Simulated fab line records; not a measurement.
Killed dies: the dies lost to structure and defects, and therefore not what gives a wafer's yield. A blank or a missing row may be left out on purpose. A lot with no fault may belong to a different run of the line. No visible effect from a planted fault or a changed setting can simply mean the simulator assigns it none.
Chamber matching || flow nand_harc || NHARC_A_CHANNEL_HOLE_D2_ETCH_44 on rie_diel-09 has 4 sister chambers
The step etches the open film in CF4/O2, target depth 140 nm, overetch 14 nm, time 77 s. 14 wafers are shown with their chamber, then 7 later ones without.

WAFERS WITH THEIR CHAMBER
{"wafer": "L668.1", "chamber": 0, "showerhead_plenum_p_Torr (Torr)": 1.28, "drypump_motor_current_A (A)": 5.0, "oes_product_au (a.u.)": 1.004}
{"wafer": "L668.2", "chamber": 2, "showerhead_plenum_p_Torr (Torr)": 1.28, "drypump_motor_current_A (A)": 6.3, "oes_product_au (a.u.)": 1.008}
{"wafer": "L668.6", "chamber": 0, "showerhead_plenum_p_Torr (Torr)": 1.28, "drypump_motor_current_A (A)": 5.0, "oes_product_au (a.u.)": 1.007}
{"wafer": "L670.1", "chamber": 0, "showerhead_plenum_p_Torr (Torr)": 1.29, "drypump_motor_current_A (A)": 4.9, "oes_product_au (a.u.)": 1.005}
{"wafer": "L670.2", "chamber": 2, "showerhead_plenum_p_Torr (Torr)": 1.28, "drypump_motor_current_A (A)": 6.3, "oes_product_au (a.u.)": 0.999}
{"wafer": "L670.6", "chamber": 3, "showerhead_plenum_p_Torr (Torr)": 1.40, "drypump_motor_current_A (A)": 5.7, "oes_product_au (a.u.)": 0.991}
{"wafer": "L678.2", "chamber": 2, "showerhead_plenum_p_Torr (Torr)": 1.28, "drypump_motor_current_A (A)": 6.3, "oes_product_au (a.u.)": 1.004}
{"wafer": "L678.5", "chamber": 1, "showerhead_plenum_p_Torr (Torr)": 1.32, "drypump_motor_current_A (A)": 6.1, "oes_product_au (a.u.)": 1.027}
{"wafer": "L678.6", "chamber": 2, "showerhead_plenum_p_Torr (Torr)": 1.28, "drypump_motor_current_A (A)": 6.3, "oes_product_au (a.u.)": 1.002}
{"wafer": "L681.2", "chamber": 3, "showerhead_plenum_p_Torr (Torr)": 1.40, "drypump_motor_current_A (A)": 5.8, "oes_product_au (a.u.)": 1.007}
{"wafer": "L681.3", "chamber": 1, "showerhead_plenum_p_Torr (Torr)": 1.32, "drypump_motor_current_A (A)": 6.1, "oes_product_au (a.u.)": 1.016}
{"wafer": "L681.4", "chamber": 0, "showerhead_plenum_p_Torr (Torr)": 1.28, "drypump_motor_current_A (A)": 5.0, "oes_product_au (a.u.)": 0.990}
{"wafer": "L682.2", "chamber": 3, "showerhead_plenum_p_Torr (Torr)": 1.40, "drypump_motor_current_A (A)": 5.8, "oes_product_au (a.u.)": 1.000}
{"wafer": "L682.4", "chamber": 0, "showerhead_plenum_p_Torr (Torr)": 1.28, "drypump_motor_current_A (A)": 4.9, "oes_product_au (a.u.)": 1.001}

SIGNATURES (means of the wafers above)
{"reading": "showerhead_plenum_p_Torr", "chamber 0": 1.2820, "chamber 1": 1.3200, "chamber 2": 1.2800, "chamber 3": 1.4000, "scatter within a chamber": 0.00283}
{"reading": "drypump_motor_current_A", "chamber 0": 4.960, "chamber 1": 6.100, "chamber 2": 6.300, "chamber 3": 5.767, "scatter within a chamber": 0.0432}
{"reading": "oes_product_au", "chamber 0": 1.00140, "chamber 1": 1.02150, "chamber 2": 1.00325, "chamber 3": 0.99933, "scatter within a chamber": 0.00643}
Rule: a wafer lies at a distance from a chamber equal to the root of the sum of squares, over the readings, of (its reading less the chamber's mean, divided by the reading's scatter). The wafer belongs to the nearest chamber; if the next one is less than 2 further off, it can't be placed. The scatter: the root of (the sum of the squares of (reading less its chamber's mean) over the shown wafers, divided by (wafers less chambers)).

WAFERS WHOSE CHAMBER IS MISSING
{"wafer": "L682.6", "showerhead_plenum_p_Torr (Torr)": 1.32, "drypump_motor_current_A (A)": 6.1, "oes_product_au (a.u.)": 1.019}
{"wafer": "L683.1", "showerhead_plenum_p_Torr (Torr)": 1.40, "drypump_motor_current_A (A)": 5.8, "oes_product_au (a.u.)": 1.004}
{"wafer": "L683.2", "showerhead_plenum_p_Torr (Torr)": 1.28, "drypump_motor_current_A (A)": 4.9, "oes_product_au (a.u.)": 1.003}
{"wafer": "L683.5", "showerhead_plenum_p_Torr (Torr)": 1.27, "drypump_motor_current_A (A)": 6.3, "oes_product_au (a.u.)": 1.001}
{"wafer": "L686.1", "showerhead_plenum_p_Torr (Torr)": 1.28, "drypump_motor_current_A (A)": 4.9, "oes_product_au (a.u.)": 1.006}
{"wafer": "L686.4", "showerhead_plenum_p_Torr (Torr)": 1.40, "drypump_motor_current_A (A)": 5.8, "oes_product_au (a.u.)": 0.972}
{"wafer": "L686.6", "showerhead_plenum_p_Torr (Torr)": 1.32, "drypump_motor_current_A (A)": 6.1, "oes_product_au (a.u.)": 0.981}

THE CHAMBER EACH PASSED THROUGH
{"wafer": "L682.6", "from the rows above": 1, "in truth": 1}
{"wafer": "L683.1", "from the rows above": 3, "in truth": 3}
{"wafer": "L683.2", "from the rows above": 0, "in truth": 0}
{"wafer": "L683.5", "from the rows above": 2, "in truth": 2}
{"wafer": "L686.1", "from the rows above": 0, "in truth": 0}
{"wafer": "L686.4", "from the rows above": 3, "in truth": 3}
{"wafer": "L686.6", "from the rows above": 1, "in truth": 1}
Correct placement for 7 of the 7. Left unplaced by these rows: 0. Wrongly placed: 0.
